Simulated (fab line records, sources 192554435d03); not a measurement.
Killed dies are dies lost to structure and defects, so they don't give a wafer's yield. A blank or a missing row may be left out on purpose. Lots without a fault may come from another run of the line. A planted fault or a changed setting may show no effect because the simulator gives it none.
Chamber matching | flow n5_finfet | N5_BEOL_M0_ALD_136 on ald_metal-03: 4 sister chambers
The step deposits TaN, pulse time 2 s, purge time 3 s, co reactant purge time 2 s. 4 wafers are shown with their chamber, then 8 later ones without.

WAFERS WITH THEIR CHAMBER
wafer  | chamber | heater_power_w (W)
L079.4 | 1       | 382
L083.3 | 0       | 381
L083.5 | 2       | 425
L089.1 | 3       | 416

WAFERS WITHOUT THEIR CHAMBER
wafer  | heater_power_w (W)
L089.5 | 386
L089.6 | 423
L091.1 | 429
L091.4 | 384
L091.5 | 432
L093.2 | 418
L093.3 | 380
L093.4 | 423

WHICH CHAMBER EACH WENT THROUGH
wafer  | from the rows above     | in truth
L089.5 | can't be placed: 1 or 0 | 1
L089.6 | can't be placed: 2 or 3 | 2
L091.1 | 2                       | 2
L091.4 | can't be placed: 1 or 0 | 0
L091.5 | 2                       | 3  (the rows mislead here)
L093.2 | can't be placed: 3 or 2 | 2
L093.3 | can't be placed: 0 or 1 | 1
L093.4 | can't be placed: 2 or 3 | 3
Placed correctly: 1 of 8. Can't be placed from these rows: 6 (the true chamber is among the candidates in 6). Placed wrongly: 1.
How it was worked out, from the rows above alone: a wafer's distance from a chamber is the root of the sum, over the readings, of the square of ((its reading less the chamber's mean) divided by the reading's scatter). The wafer belongs to the nearest chamber; if the next one is less than 2 further off, it can't be placed. A chamber's mean is the mean of its shown wafers. The scatter: with one shown wafer a chamber, the root of the mean of the squares of how far each hidden wafer lies from its nearest shown one.
